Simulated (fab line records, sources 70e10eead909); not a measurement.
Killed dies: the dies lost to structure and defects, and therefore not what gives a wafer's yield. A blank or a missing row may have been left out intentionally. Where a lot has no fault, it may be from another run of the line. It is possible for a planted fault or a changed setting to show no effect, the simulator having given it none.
Matching of chambers / flow nand-harc / NHARC_A_SGD_CUT_ETCHBACK_24 on rie-diel-08 has 4 sister chambers
The step etches the open film in CH3F/O2, target depth 50 nm, time 92.857 s. 24 wafers are shown with their chamber, then 12 later ones without.

WAFERS WITH THEIR CHAMBER
wafer=L076.1; chamber=2; showerhead-plenum-p-Torr (Torr)=2.50; drypump-motor-current-A (A)=5.0; rf-vpp-V (V)=245.4
wafer=L076.2; chamber=3; showerhead-plenum-p-Torr (Torr)=2.54; drypump-motor-current-A (A)=5.8; rf-vpp-V (V)=245.8
wafer=L076.4; chamber=1; showerhead-plenum-p-Torr (Torr)=2.64; drypump-motor-current-A (A)=4.9; rf-vpp-V (V)=247.7
wafer=L077.3; chamber=3; showerhead-plenum-p-Torr (Torr)=2.54; drypump-motor-current-A (A)=5.8; rf-vpp-V (V)=245.8
wafer=L077.4; chamber=1; showerhead-plenum-p-Torr (Torr)=2.64; drypump-motor-current-A (A)=4.9; rf-vpp-V (V)=246.4
wafer=L077.5; chamber=0; showerhead-plenum-p-Torr (Torr)=2.31; drypump-motor-current-A (A)=4.9; rf-vpp-V (V)=241.5
wafer=L079.1; chamber=2; showerhead-plenum-p-Torr (Torr)=2.50; drypump-motor-current-A (A)=5.0; rf-vpp-V (V)=244.0
wafer=L079.2; chamber=0; showerhead-plenum-p-Torr (Torr)=2.31; drypump-motor-current-A (A)=4.8; rf-vpp-V (V)=240.9
wafer=L079.3; chamber=1; showerhead-plenum-p-Torr (Torr)=2.64; drypump-motor-current-A (A)=4.9; rf-vpp-V (V)=247.6
wafer=L081.3; chamber=1; showerhead-plenum-p-Torr (Torr)=2.64; drypump-motor-current-A (A)=4.9; rf-vpp-V (V)=247.0
wafer=L081.5; chamber=1; showerhead-plenum-p-Torr (Torr)=2.64; drypump-motor-current-A (A)=4.9; rf-vpp-V (V)=246.2
wafer=L081.6; chamber=2; showerhead-plenum-p-Torr (Torr)=2.49; drypump-motor-current-A (A)=5.0; rf-vpp-V (V)=244.4
wafer=L082.2; chamber=2; showerhead-plenum-p-Torr (Torr)=2.49; drypump-motor-current-A (A)=5.0; rf-vpp-V (V)=244.4
wafer=L082.4; chamber=3; showerhead-plenum-p-Torr (Torr)=2.54; drypump-motor-current-A (A)=5.7; rf-vpp-V (V)=245.0
wafer=L082.5; chamber=3; showerhead-plenum-p-Torr (Torr)=2.54; drypump-motor-current-A (A)=5.7; rf-vpp-V (V)=244.8
wafer=L084.3; chamber=2; showerhead-plenum-p-Torr (Torr)=2.49; drypump-motor-current-A (A)=5.0; rf-vpp-V (V)=244.7
wafer=L084.5; chamber=1; showerhead-plenum-p-Torr (Torr)=2.64; drypump-motor-current-A (A)=4.9; rf-vpp-V (V)=246.1
wafer=L084.6; chamber=3; showerhead-plenum-p-Torr (Torr)=2.54; drypump-motor-current-A (A)=5.8; rf-vpp-V (V)=245.4
wafer=L085.3; chamber=3; showerhead-plenum-p-Torr (Torr)=2.54; drypump-motor-current-A (A)=5.7; rf-vpp-V (V)=246.3
wafer=L085.4; chamber=1; showerhead-plenum-p-Torr (Torr)=2.64; drypump-motor-current-A (A)=4.9; rf-vpp-V (V)=244.5
wafer=L085.5; chamber=2; showerhead-plenum-p-Torr (Torr)=2.49; drypump-motor-current-A (A)=5.0; rf-vpp-V (V)=244.5
wafer=L089.1; chamber=0; showerhead-plenum-p-Torr (Torr)=2.30; drypump-motor-current-A (A)=4.8; rf-vpp-V (V)=242.0
wafer=L089.4; chamber=3; showerhead-plenum-p-Torr (Torr)=2.54; drypump-motor-current-A (A)=5.8; rf-vpp-V (V)=245.8
wafer=L089.5; chamber=1; showerhead-plenum-p-Torr (Torr)=2.64; drypump-motor-current-A (A)=4.9; rf-vpp-V (V)=246.4

SIGNATURES (averages over the wafers above)
reading=showerhead-plenum-p-Torr; chamber 0=2.3067; chamber 1=2.6400; chamber 2=2.4933; chamber 3=2.5400; scatter within a chamber=0.00316
reading=drypump-motor-current-A; chamber 0=4.833; chamber 1=4.900; chamber 2=5.000; chamber 3=5.757; scatter within a chamber=0.0345
reading=rf-vpp-V; chamber 0=241.467; chamber 1=246.488; chamber 2=244.567; chamber 3=245.557; scatter within a chamber=0.725
Rule: for a wafer and a chamber, the distance is found by dividing, reading by reading, the gap between the wafer's reading and the chamber's mean by the reading's scatter, squaring, summing and taking the root. If the next closest chamber is less than 2 further off than the closest, the wafer can't be placed; otherwise it belongs to the closest. The scatter: take each reading less its chamber's mean, square it, sum over the shown wafers, divide by the number of wafers less the number of chambers, and take the root.

WAFERS WITH NO CHAMBER GIVEN
wafer=L090.2; showerhead-plenum-p-Torr (Torr)=2.49; drypump-motor-current-A (A)=5.0; rf-vpp-V (V)=245.0
wafer=L090.3; showerhead-plenum-p-Torr (Torr)=2.54; drypump-motor-current-A (A)=5.7; rf-vpp-V (V)=245.0
wafer=L090.6; showerhead-plenum-p-Torr (Torr)=2.49; drypump-motor-current-A (A)=5.0; rf-vpp-V (V)=244.7
wafer=L091.3; showerhead-plenum-p-Torr (Torr)=2.49; drypump-motor-current-A (A)=5.0; rf-vpp-V (V)=246.2
wafer=L091.4; showerhead-plenum-p-Torr (Torr)=2.54; drypump-motor-current-A (A)=5.7; rf-vpp-V (V)=247.2
wafer=L091.5; showerhead-plenum-p-Torr (Torr)=2.64; drypump-motor-current-A (A)=4.9; rf-vpp-V (V)=247.9
wafer=L094.1; showerhead-plenum-p-Torr (Torr)=2.64; drypump-motor-current-A (A)=4.9; rf-vpp-V (V)=246.9
wafer=L094.2; showerhead-plenum-p-Torr (Torr)=2.30; drypump-motor-current-A (A)=4.8; rf-vpp-V (V)=243.2
wafer=L094.5; showerhead-plenum-p-Torr (Torr)=2.49; drypump-motor-current-A (A)=5.0; rf-vpp-V (V)=245.3
wafer=L095.2; showerhead-plenum-p-Torr (Torr)=2.30; drypump-motor-current-A (A)=4.8; rf-vpp-V (V)=241.5
wafer=L095.4; showerhead-plenum-p-Torr (Torr)=2.54; drypump-motor-current-A (A)=5.7; rf-vpp-V (V)=244.9
wafer=L095.5; showerhead-plenum-p-Torr (Torr)=2.54; drypump-motor-current-A (A)=5.7; rf-vpp-V (V)=245.4

THE CHAMBER EACH PASSED THROUGH
wafer=L090.2; from the rows above=2; in truth=2
wafer=L090.3; from the rows above=3; in truth=3
wafer=L090.6; from the rows above=2; in truth=2
wafer=L091.3; from the rows above=2; in truth=2
wafer=L091.4; from the rows above=3; in truth=3
wafer=L091.5; from the rows above=1; in truth=1
wafer=L094.1; from the rows above=1; in truth=1
wafer=L094.2; from the rows above=0; in truth=0
wafer=L094.5; from the rows above=2; in truth=2
wafer=L095.2; from the rows above=0; in truth=0
wafer=L095.4; from the rows above=3; in truth=3
wafer=L095.5; from the rows above=3; in truth=3
Correctly placed: 12 of 12. From these rows, 0 cannot be placed. Placed wrongly: 0.
